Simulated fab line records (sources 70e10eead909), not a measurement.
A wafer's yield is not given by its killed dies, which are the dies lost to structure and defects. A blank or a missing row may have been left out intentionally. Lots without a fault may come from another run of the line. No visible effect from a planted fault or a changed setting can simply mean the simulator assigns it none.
fab line records	flow nand-harc
record: lots: 6	wafers: 18	last-day: 33
route steps=1302 shown A_CHANNEL_FILL_D1@506 A_DECK1_JOINT@518 END@1302
lots that met no fault: taken from a fault-free run of the same line
start-h: start of the lot's first displayed wafer, in hours after the record's first day	wait-h: hours from the lot's prior step to this one	" repeats the value in the row above	L1.1+2: one row covering several wafers at once	- either no value or no given start	* or withheld: withheld	< > ~ a bound
route shown NAME@n: NAME is a module with steps in the file, n the number in the route of the first one	usual: average and standard deviation across the fault-free wafers	same: alike in all rows	chamber/n: place in a boat	sites: each site's reading	_std_site: the standard deviation of these	_edge_site: mean of outer sites minus mean of inner sites	radius-mm: for every site, how far away it sits from the centre of the wafer	mask NAME#n: copy n	behind: the tool/chamber that last shaped the wafer	hold: reason for holding the lot/hours on hold/outcome of the hold	device: whichever transistor did not switch (one of n, p or np)	end of line: the tests these same wafers got at the end of their route	for a step that has no rows: nothing shown but its recipe	killed: dies lost to structure and defects at the first sort, not the wafer's yield	map: per-die view of a wafer (x killed, . not killed, _ where there is no die)
set.NAME: the setting as run; set.NAME@STEP: as run at that earlier step	model.NAME: the simulator's own value behind a step, which no gauge read
lots at some steps of the route; a table a step, a row a wafer
services: the hour from which a tool's chamber was out of use, counted from the record's first day as start-h (under 0 if before that day), plus the number of hours and why
== steps ==
step: NHARC_A_CHANNEL_FILL_D1_THK_MEAS_06
recipe: thk-meas-gauge: ellipsometry
usual: thk-nm: 4.9/0.95
lot.wafer	tool	chamber	start-h	wait-h	thk-nm
L967.1	film-metro-01	-	242.62	0.4	5.7
L967.4	"	-	"	"	4.9
L967.6	"	-	"	"	4.5
L966.1	film-metro-02	-	242.62	0.4	3.3
L966.3	"	-	"	"	4.3
L966.5	"	-	"	"	4.8
L981.2	film-metro-01	-	386.59	0.4	6.0
L981.3	"	-	"	"	4.7
L981.5	"	-	"	"	3.3
L983.2	film-metro-01	-	409.26	0.4	5.3
L983.4	"	-	"	"	4.5
L983.6	"	-	"	"	4.5
L985.1	film-metro-02	-	431.25	0.4	5.2
L985.2	"	-	"	"	5.0
L985.4	"	-	"	"	3.0
L988.1	film-metro-01	-	451.33	0.4	3.7
L988.2	"	-	"	"	5.2
L988.5	"	-	"	"	2.6
step: NHARC_A_CHANNEL_FILL_D1_ALD_25
recipe: target-thk-a: 600	pulse-time-s: 10	ald-cycles: 600	temp-c: 300	material: SiOx
usual: heater-power-w: 465/55	precursor-pulse-height-rel: 0.998/0.018
lot.wafer	tool	chamber	start-h	wait-h	heater-power-w	precursor-pulse-height-rel	since-wet-clean-h
L967.4	ald-hk-03	0	244.86	2.2	544	1.009	20
L967.1	"	3	246.70	4.1	576	1.016	22
L967.6	"	1	247.93	5.3	501	0.993	-
L966.3	ald-hk-04	1	245.66	3.0	439	0.986	161
L966.1	"	2	"	"	534	0.989	161
L966.5	"	0	247.50	4.9	461	1.025	-
L981.2	ald-hk-03	3	386.64	0.1	582	1.004	162
L981.3	"	2	390.41	3.8	486	1.005	166
L981.5	"	0	392.93	6.3	555	0.999	-
L983.4	ald-hk-03	1	409.31	0.0	494	0.999	6
L983.2	"	2	"	"	456	1.005	7
L983.6	"	2	412.40	3.1	472	0.986	-
L985.1	ald-hk-02	3	431.30	0.1	397	1.013	72
L985.4	"	1	432.54	1.3	463	0.987	73
L985.2	"	2	"	"	485	1.002	74
L988.2	ald-hk-02	0	452.15	0.8	408	0.979	93
L988.1	"	1	"	"	478	0.984	94
L988.5	"	0	454.61	3.3	397	1.026	-
step: NHARC_A_CHANNEL_FILL_D1_ETCHBACK_08
recipe: target-depth-a: 2200	time-s: 110	c4f8-flow-sccm: 20	ar-flow-sccm: withheld	rf-w: 600	bias-w: 300	chemistry: C4F8
usual: oes-product-au: 0.95/0.031	rf-vpp-V: 440.8/2.8
same: time-s: 110
lot.wafer	tool	chamber	start-h	wait-h	oes-product-au	rf-hours-counter-h	rf-vpp-V
L966.3	rie-diel-12	3	-	-	0.93	9	437.4
L966.1	"	2	"	"	0.91	10	440.0
L966.5	"	3	"	"	0.94	-	435.8
L967.4	rie-diel-12	1	-	-	0.93	8	437.1
L967.1	"	2	"	"	0.93	10	440.4
L967.6	"	2	"	"	0.93	-	438.0
L981.3	rie-diel-06	0	-	-	0.97	5	438.7
L981.2	"	2	"	"	0.98	6	440.4
L981.5	"	1	"	"	0.99	-	445.7
L983.2	rie-diel-12	2	-	-	0.92	6	439.9
L983.6	"	2	"	"	0.91	-	438.8
L983.4	"	3	"	"	0.91	-	437.8
L985.4	rie-diel-01	1	-	-	0.92	2	443.6
L985.2	"	2	"	"	0.93	2	442.6
L985.1	"	3	"	"	0.92	2	437.8
L988.1	rie-diel-12	2	-	-	0.98	0	438.6
L988.2	"	0	"	"	1.00	0	440.7
L988.5	"	2	"	"	1.00	-	440.6
step: NHARC_A_CHANNEL_FILL_D1_STRIP_29
recipe: time-s: 20	o2-flow-sccm: 500	ar-flow-sccm: 0	bias-w: 0	chemistry: O2
usual: drypump-motor-current-A: 5.9/0.62	oes-product-au: 1.002/0.011	rf-vpp-V: 57.7/0.95	showerhead-plenum-p-Torr: 3.54/0.15	throttle-valve-pct: 17.037/0.0097
same: time-s: 20
lot.wafer	tool	chamber	start-h	wait-h	drypump-motor-current-A	oes-product-au	rf-hours-counter-h	rf-vpp-V	showerhead-plenum-p-Torr	throttle-valve-pct
L966.1	rie-diel-12	1	-	-	4.7	1.006	8	59.5	3.31	17.044
L966.3	"	3	"	"	5.9	1.017	10	57.9	3.32	17.038
L966.5	"	1	"	"	4.7	1.022	-	56.7	3.31	17.047
L967.1	rie-diel-12	1	-	-	4.7	1.010	9	56.7	3.31	17.028
L967.4	"	0	"	"	6.6	1.018	10	57.6	3.64	17.036
L967.6	"	1	"	"	4.7	1.005	-	57.4	3.31	17.047
L981.2	rie-diel-06	0	-	-	5.9	0.995	5	58.4	3.45	17.043
L981.3	"	2	"	"	6.6	1.004	6	57.9	3.52	17.025
L981.5	"	3	"	"	5.8	1.007	-	58.2	3.65	17.019
L983.2	rie-diel-12	3	415.05	0.2	5.9	0.982	6	57.5	3.31	17.048
L983.6	"	3	"	"	5.9	0.988	-	56.3	3.31	17.038
L983.4	"	1	"	"	4.7	0.986	-	56.6	3.30	17.043
L985.2	rie-diel-01	1	-	-	5.2	1.008	2	58.8	3.71	17.023
L985.4	"	2	"	"	6.0	1.008	3	57.4	3.68	17.036
L985.1	"	3	"	"	6.5	0.986	2	57.7	3.41	17.028
L988.2	rie-diel-12	1	-	-	4.7	1.000	0	55.5	3.30	17.041
L988.1	"	2	"	"	6.7	0.989	0	56.9	3.44	17.028
L988.5	"	0	"	"	6.6	1.007	-	58.6	3.63	17.030
step: NHARC_A_CHANNEL_FILL_D1_PRECLEAN_30
recipe: time-s: 30	chemistry: dHF
step: NHARC_A_CHANNEL_FILL_D1_SRD_31
step: NHARC_A_CHANNEL_FILL_D1_CVD_09
recipe: target-thk-a: 1500	temp-c: 620	pressure-mtorr: 200	time-s: 3000	material: poly-Si
step: NHARC_A_CHANNEL_FILL_D1_CMP_10
recipe: target-thk-nm: 150
usual: edge-zone-pressure-frac: 1.001/0.0049	motor-current-A: 12.7/1.2	time-to-endpoint-s: 16/3.1
lot.wafer	tool	chamber	start-h	wait-h	edge-zone-pressure-frac	motor-current-A	time-to-endpoint-s
L966.1	cmp-02	2	255.76	0.4	0.999	10.5	19
L966.3	"	0	"	"	0.989	11.9	22
L966.5	"	3	"	"	1.006	14.4	17
L967.1	cmp-03	2	255.76	0.4	0.996	12.2	16
L967.4	"	1	"	"	1.002	13.1	13
L967.6	"	3	"	"	0.998	11.4	12
L981.3	cmp-03	1	401.81	0.4	1.004	13.1	14
L981.2	"	2	"	"	0.995	12.5	14
L981.5	"	2	"	"	0.995	12.4	14
L983.4	cmp-03	1	420.89	0.4	0.998	12.8	12
L983.2	"	2	"	"	1.006	12.7	11
L983.6	"	3	"	"	1.002	11.1	12
L985.1	cmp-01	2	442.80	0.4	1.002	13.6	17
L985.2	"	3	"	"	0.999	12.1	17
L985.4	"	0	"	"	0.995	15.1	12
L988.1	cmp-03	2	461.98	0.4	1.009	12.6	13
L988.2	"	3	"	"	0.997	11.3	15
L988.5	"	3	"	"	1.000	11.4	14
step: NHARC_A_CHANNEL_FILL_D1_SRD_12
step: NHARC_A_CHANNEL_FILL_D1_INSPECT_13
usual: raw-defect-count: 314/140
lot.wafer	tool	chamber	start-h	wait-h	raw-defect-count
L966.1	defect-inspect-01	-	256.17	0.0	233
L966.3	"	-	"	"	364
L966.5	"	-	"	"	505
L967.1	defect-inspect-02	-	256.17	0.0	538
L967.4	"	-	"	"	895
L967.6	"	-	"	"	351
L981.2	defect-inspect-01	-	402.22	0.0	208
L981.3	"	-	"	"	223
L981.5	"	-	"	"	340
L983.2	defect-inspect-01	-	421.25	0.0	307
L983.4	"	-	"	"	268
L983.6	"	-	"	"	296
L985.1	defect-inspect-02	-	443.21	0.0	381
L985.2	"	-	"	"	305
L985.4	"	-	"	"	313
L988.1	defect-inspect-01	-	462.39	0.0	158
L988.2	"	-	"	"	128
L988.5	"	-	"	"	226
step: NHARC_A_DECK1_JOINT_ETCHBACK_07
recipe: target-depth-a: 1050	time-s: 26.9	hbr-flow-sccm: 150	rf-w: 350	icp-w: 350	bias-w: 60	chemistry: HBr
usual: drypump-motor-current-A: 5.9/0.6	oes-product-au: 0.999/0.0095	throttle-valve-pct: 23.267/0.0081
same: time-s: 26.9
lot.wafer	tool	chamber	start-h	wait-h	drypump-motor-current-A	oes-product-au	rf-hours-counter-h	throttle-valve-pct
L966.1	rie-si-05	3	256.23	0.1	6.3	0.991	0.9	23.265
L966.3	"	2	"	"	6.4	1.007	0.7	23.264
L966.5	"	3	"	"	6.3	0.982	-	23.273
L967.1	rie-si-02	3	256.24	0.1	6.6	1.013	0.9	23.255
L967.4	"	0	"	"	5.5	1.003	0.9	23.277
L967.6	"	2	"	"	6.6	0.994	-	23.257
L981.2	rie-si-02	1	402.28	0.1	4.9	1.405	0.8	23.278
L981.3	"	3	"	"	6.6	1.396	0.8	23.265
L981.5	"	2	"	"	6.7	1.408	-	23.268
L983.4	rie-si-02	0	421.31	0.1	5.6	1.418	0.8	23.249
L983.2	"	1	"	"	4.9	1.384	0.9	23.256
L983.6	"	1	"	"	4.9	1.385	-	23.263
L985.2	rie-si-03	0	443.29	0.1	6.6	0.994	0.2	23.268
L985.4	"	1	"	"	5.2	1.009	0.2	23.265
L985.1	"	2	"	"	5.8	1.008	0.1	23.267
L988.2	rie-si-05	0	462.47	0.1	6.0	0.996	0.8	23.269
L988.1	"	1	"	"	5.4	0.995	0.9	23.268
L988.5	"	0	"	"	6.0	0.998	-	23.268
step: NHARC_A_DECK1_JOINT_ETCH_25
recipe: target-depth-a: 5	chemistry: dHF	material: SiO2
step: NHARC_END_SORT_01
recipe: temp-c: 25
usual: killed-at-array: 55/12	killed-at-other: 1.0/1.2	killed-at-periphery: 3.9/2.6	killed-dies: 60/12	killed-open: 3.3/1.9	killed-short: 2.5/1.8
same: gross-dies: 677
lot.wafer	tool	chamber	start-h	wait-h	killed-at-array	killed-at-other	killed-at-periphery	killed-dies	killed-open	killed-short
L981.2	prober-02	0	706.45	2.8	58	1	4	63	1	4
L981.3	prober-02	0	707.25	3.1	52	0	2	54	3	0
L981.5	prober-02	0	708.84	3.7	50	0	1	51	2	2
L985.1	prober-01	0	762.34	2.5	52	0	6	58	4	1
L985.2	prober-01	0	763.15	2.8	62	1	4	67	3	4
L985.4	prober-01	0	764.76	3.4	52	1	7	60	3	3
killed by level:class
L981.2 A_SLIT:chamber-film-flake=26 A_CHANNEL_HOLE_D2:chamber-film-flake=19 A_CHANNEL_HOLE_D1:chamber-film-flake=6 A_CONTACT:chamber-film-flake=3 P_GATE:geometric-particle:open=1 P_M1:geometric-particle:short=1 A_CHANNEL_HOLE_D1:geometric-particle:short=1 A_ONON_D2:geometric-particle:short=1
L981.3 A_SLIT:chamber-film-flake=24 A_CHANNEL_HOLE_D2:chamber-film-flake=17 A_CHANNEL_HOLE_D1:chamber-film-flake=4 A_CONTACT:chamber-film-flake=3 A_CHANNEL_FILL_D1:geometric-particle:open=2 A_M0:geometric-particle:open=1 P_GATE:chamber-film-flake=1 P_M2:chamber-film-flake=1
L981.5 A_SLIT:chamber-film-flake=25 A_CHANNEL_HOLE_D2:chamber-film-flake=15 A_CHANNEL_HOLE_D1:chamber-film-flake=2 A_CONTACT:chamber-film-flake=2 A_ONON_D2:geometric-particle:short=1 A_WL_FILL:geometric-particle:open=1 A_CONTACT:geometric-particle:short=1 A_CONTACT:geometric-particle:open=1
L985.1 A_SLIT:chamber-film-flake=27 A_STAIRCASE:chamber-film-flake=9 A_CHANNEL_HOLE_D1:chamber-film-flake=8 P_STI:chamber-film-flake=2 A_DECK1_JOINT:chamber-film-flake=2 A_CONTACT:chamber-film-flake=2 P_GATE:geometric-particle:open=1 P_M1:geometric-particle:open=1
L985.2 A_SLIT:chamber-film-flake=32 A_CHANNEL_HOLE_D1:chamber-film-flake=9 A_STAIRCASE:chamber-film-flake=6 A_CONTACT:chamber-film-flake=4 P_ZERO_WELL:chamber-film-flake=3 A_ONON_D2:geometric-particle:short=2 A_WL_FILL:chamber-film-flake=2 A_ONON_D2:geometric-particle:open=1
L985.4 A_SLIT:chamber-film-flake=26 A_CHANNEL_HOLE_D1:chamber-film-flake=9 A_CONTACT:chamber-film-flake=5 A_STAIRCASE:chamber-film-flake=5 P_M1:chamber-film-flake=3 A_ZERO_WELL:chamber-film-flake=2 P_GATE:geometric-particle:short=1 P_GATE:geometric-particle:open=1
== services ==
tool	chamber	start-h	hours	kind
rie-diel-01	-	249.69	0.8	repair
rie-si-05	-	259.23	0.6	repair
cmp-03	-	260.00	4.0	pm
rie-diel-12	-	268.40	9.0	pm
rie-si-02	-	277.00	9.0	pm
rie-diel-12	0	288.66	8.2	repair
rie-si-05	-	305.00	9.0	pm
rie-diel-06	-	307.20	9.0	pm
rie-diel-01	2	338.55	6.8	repair
rie-diel-01	0	342.59	1.3	repair
cmp-03	-	358.00	4.0	pm
rie-diel-12	0	363.23	6.4	repair
rie-diel-12	3	365.35	7.6	repair
rie-diel-01	0	374.68	7.3	repair
rie-diel-01	-	380.80	9.0	pm
cmp-03	-	387.27	10.0	repair
rie-diel-06	0	396.53	9.4	repair
rie-diel-12	0	411.98	35.4	repair
rie-diel-01	-	412.07	0.2	repair
rie-diel-12	1	428.58	22.2	repair
cmp-03	-	435.39	1.8	repair
rie-diel-12	-	445.40	9.0	pm
rie-si-02	-	454.05	9.0	pm
cmp-03	-	456.00	4.0	pm
== key ==
first-sign: step: NHARC_A_DECK1_JOINT_ETCHBACK_07	reading: oes-product-au	direction: up	sigmas: 42	usual: 0.999	struck: 1.399
effect none on later readings
met-at NHARC_A_DECK1_JOINT_ETCHBACK_07
struck-wafers L981.2,L981.3,L981.5,L983.2,L983.4,L983.6
tester-left-out L981,L983
onset-between 256.24 402.28
fault: kind: process-parameter-drift	tool: rie-si-02	chamber: -	onset-h: 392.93	steps: NHARC_A_DECK1_JOINT_ETCHBACK_07	channel: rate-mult	offset: 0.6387	shape: step	end-h: 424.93
tester-left-out: of these lots the tester's yield and bins aren't shown, on N5 and GAA mostly nor the transistor test; their killed dies are dies lost to structure and defects alone, not to doping, threshold or leakage, so they don't give the yield
